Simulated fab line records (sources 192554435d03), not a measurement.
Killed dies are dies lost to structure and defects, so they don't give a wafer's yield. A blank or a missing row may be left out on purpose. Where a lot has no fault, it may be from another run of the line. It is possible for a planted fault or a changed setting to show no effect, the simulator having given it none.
Split-lot study -- flow n5_finfet -- 7 lots, 21 wafers read, on a route of 1938 steps

THE SPLIT
At N5_SD_EPI_P_EPI_21 (deposits SiGe:B, time 355 s), the setting temp_c was moved away from the recipe's 550 C on 7 of the 21 wafers read, by -0.6% to +0.7%. The other wafers ran this setting at the recipe's value.

FROM THE SPLIT TO THE READING: what the file shows between them, 8 steps
- N5_SD_EPI_P_EPI_MEAS_23
- N5_SD_EPI_P_HM_STRIP_48: strips SiNx in H3PO4, material SiNx, target depth 3 nm
- N5_SD_EPI_P_SRD_49: time 30 s
- N5_SD_EPI_P_PRECLEAN_24: cleans in O3/DIW, time 45 s
- N5_SD_EPI_P_PRECLEAN_32: cleans in dHF, time 10 s
- N5_SD_EPI_P_PRECLEAN_33: cleans in SC2, time 45 s
- N5_SD_ACTIVATION_RTA_00: time 0 s
- N5_SD_ACTIVATION_LSA_01: time 0.0008 s

THE READING
RS_SD_P (ohm/sq), read at N5_SD_ACTIVATION_RS_MEAS_03 with a four-point probe. A value of 55.8 ohm/sq with a standard deviation of 0.85 ohm/sq is what fault-free wafers of this fab line usually give.

wafer,"tool, chamber at the split","temp_c as run, C",against the recipe,"RS_SD_P, ohm/sq",against lot-mates on the recipe
L075.2,"epi_rpcvd-01, 0",550,recipe,54.7,-
L075.5,"epi_rpcvd-01, 0",550,recipe,53.9,-
L075.6,"epi_rpcvd-01, 0",550,recipe,54.0,-
L081.1,"epi_rpcvd-01, 0",550,recipe,55.7,-
L081.2,"epi_rpcvd-01, 0",550,recipe,55.5,-
L081.5,"epi_rpcvd-01, 0",551.4,+0.3%,52.8,-2.8
L084.2,"epi_rpcvd-01, 0",550,recipe,54.8,-
L084.3,"epi_rpcvd-01, 0",553.8,+0.7%,50.3,-4.5
L084.6,"epi_rpcvd-01, 0",553.8,+0.7%,50.0,-4.8
L086.2,"epi_rpcvd-01, 0",550,recipe,57.0,-
L086.3,"epi_rpcvd-01, 0",550,recipe,57.5,-
L086.6,"epi_rpcvd-01, 0",550,recipe,56.6,-
L090.2,"epi_rpcvd-02, 0",551.1,+0.2%,54.7,-1.8
L090.5,"epi_rpcvd-02, 0",551.1,+0.2%,53.9,-2.6
L090.6,"epi_rpcvd-02, 0",550,recipe,56.5,-
L091.2,"epi_rpcvd-02, 0",550,recipe,55.9,-
L091.3,"epi_rpcvd-02, 0",550,recipe,56.1,-
L091.5,"epi_rpcvd-02, 0",550,recipe,56.4,-
L097.1,"epi_rpcvd-03, 0",546.8,-0.6%,59.3,+3.8
L097.2,"epi_rpcvd-03, 0",546.8,-0.6%,59.1,+3.6
L097.4,"epi_rpcvd-03, 0",550,recipe,55.5,-

THE FIT
A straight line over all 21 wafers: RS_SD_P changes by -7.27 ohm/sq for each +1% of temp_c; r = -0.92; the points scatter about the line by 0.97 ohm/sq.
The same after taking each lot's own level away (the mean of its wafers on the recipe; 21 wafers): -6.86 ohm/sq for each +1%; r = -0.98; scatter 0.43 ohm/sq.
That fit puts the effect of the largest move of temp_c on the reading at 4.7 ohm/sq.
The lots' own levels span 54.20 to 57.03 ohm/sq, that is 3.3 times the standard deviation above.
The two slopes agree, so the slope changes little with the lot-to-lot level.
Check: -5.05 ohm/sq against its lot-mates is what the line predicts for one of the wafers moved furthest among these (+0.7%) when that wafer is left out of the fit. It came out at -4.5 ohm/sq against them.

OTHER SPLITS APPLIED TO THESE WAFERS
Note: prior to the reading, these wafers also went through further splits. Each is held against what the fit with the lots' levels taken away leaves over:
other split on the same wafers,wafers away from the commonest value,r with RS_SD_P (lot level and that fit taken away)
N5_WELL_APT_COAT_02 spin_rpm,11,-0.10
N5_WELL_APT_EXPOSE_05 dose_mj,5,-0.10
N5_FIN_SAQP_EXPOSE_13 dose_mj,9,+0.02
N5_FIN_CUT_COAT_02 spin_rpm,11,-0.21
N5_SD_EPI_N_PEB_07 peb_temp_c,8,-0.04
N5_SD_EPI_N_DEVELOP_08 develop_time_s,7,+0.40

THE WHOLE CHAIN: every reading that the file lists as answering this split, in the file's order
step,what it does,reading,change (the file's fit),r (the file's)
N5_SD_EPI_P_EPI_21,"deposits SiGe:B, time 355 s","SiGe-B_of_SD_EPI_P_EPI_21.thk_nm (the simulator's own value, which no gauge read)",+8.04 nm for each +1% of the setting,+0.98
N5_SD_EPI_P_EPI_MEAS_23,,thk_nm,withheld for each +1% of the setting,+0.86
N5_SD_EPI_P_HM_STRIP_48,"strips SiNx in H3PO4, material SiNx, target depth 3 nm","SiGe-B_of_SD_EPI_P_EPI_21.thk_nm (the simulator's own value, which no gauge read)",+8.06 nm for each +1% of the setting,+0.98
N5_SD_EPI_P_PRECLEAN_24,"cleans in O3/DIW, time 45 s","SiGe-B_of_SD_EPI_P_EPI_21.thk_nm (the simulator's own value, which no gauge read)",+7.91 nm for each +1% of the setting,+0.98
N5_SD_ACTIVATION_RS_MEAS_03,measures by four-point-probe,RS_SD_P,-7.15 for each +1% of the setting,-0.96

THE FILE'S OWN FIT
RS_SD_P changes by -7.15 ohm/sq for each +1% of temp_c, r = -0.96.
